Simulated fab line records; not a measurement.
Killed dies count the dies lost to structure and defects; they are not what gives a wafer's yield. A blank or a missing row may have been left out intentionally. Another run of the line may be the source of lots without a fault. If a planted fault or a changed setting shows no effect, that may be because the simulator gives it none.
A struck lot beside a sound one :: flow nandHarc :: 14 out of 1302 route steps
Sound: wafers L605.3, L605.4, L605.5. Wafers struck: L608.4, L608.5, L608.6. The cause is named last.
Per side, at each step with rows, come the tool, then ch with its chambers, and then its first start. Under that, the readings that differ: sound wafers :: struck wafers :: difference of the means :: sigmas: that difference in standard deviations of wafers without a fault.
alike: same words and numbers on both sides, and readings whose means sit less than 2 such deviations apart. not compared: any withheld reading, any reading some wafer has no value for, any bound like >300 that may hide the same value, and any number with overlapping values for which the record gives no deviation.
Wherever a step has rows on one side only, a row that says differs or no value, or a row with sigmas, the two part there. Numbers that have no deviation but don't overlap get no sigmas and don't part them. A reading that every wafer of one side lacks parts them only if that side has two wafers or more.

NHARC_P_GATE_ALD_36: deposits SiNx, target thk 20 nm, pulse time 60 s, ald cycles 223.
  sound on aldSin-02 ch 1,2, day 10 09:56; struck on aldSin-02 ch 0,1, day 11 18:17
  alike: heaterPowerW, precursorPulseHeightRel
NHARC_P_GATE_ETCHBACK_37: etches the open film in CHF3/O2, target depth 34.5 nm, time 17.2 s.
  sound: rieDiel-12 ch 1,2,3; struck: rieDiel-12 ch 0,3
  alike: biasW, drypumpMotorCurrentA, oesProductAu, rfVppV, showerheadPlenumPTorr, throttleValvePct
  not compared: rfHoursCounterH
NHARC_P_GATE_STRIP_101: strips in O2, time 20 s.
  sound on rieDiel-12 ch 1,2,3, day 10 19:37; struck on rieDiel-12 ch 0,1,2, day 12 03:49
  alike: drypumpMotorCurrentA, oesProductAu, rfVppV, showerheadPlenumPTorr, throttleValvePct
  not compared: rfHoursCounterH
then, 9 steps without rows for these wafers: NHARC_P_GATE_PRECLEAN_97 (cleans in SPM, time 600 s); NHARC_P_GATE_SRD_98; NHARC_P_GATE_PRECLEAN_99 (cleans in SC1); NHARC_P_GATE_SRD_100; NHARC_P_GATE_DEHYDRATE_38 (time 120 s); NHARC_P_GATE_HMDS_39 (time 30 s); NHARC_P_GATE_COAT_40; NHARC_P_GATE_SOFTBAKE_41 (time 95 s); NHARC_P_GATE_EBR_42.
NHARC_P_GATE_EXPOSE_43: exposes mask P NSD, target cd 720 nm.
  sound on krfScanner-01 ch 0, day 10 20:23; struck on krfScanner-01, day 12 04:35
  no value came back on the struck wafers for exposureDoseMJCm2, focusOffsetNm (nm); on the sound wafers exposureDoseMJCm2 reads 14.801 14.829 14.803
  alike: mask
then, 1 step without rows for these wafers: NHARC_P_GATE_PEB_44 (peb time 85 s).

## WHERE THEY PART
At NHARC_P_GATE_EXPOSE_43 and nowhere else, as far as this record goes.

WHY: what had been put in by the simulator
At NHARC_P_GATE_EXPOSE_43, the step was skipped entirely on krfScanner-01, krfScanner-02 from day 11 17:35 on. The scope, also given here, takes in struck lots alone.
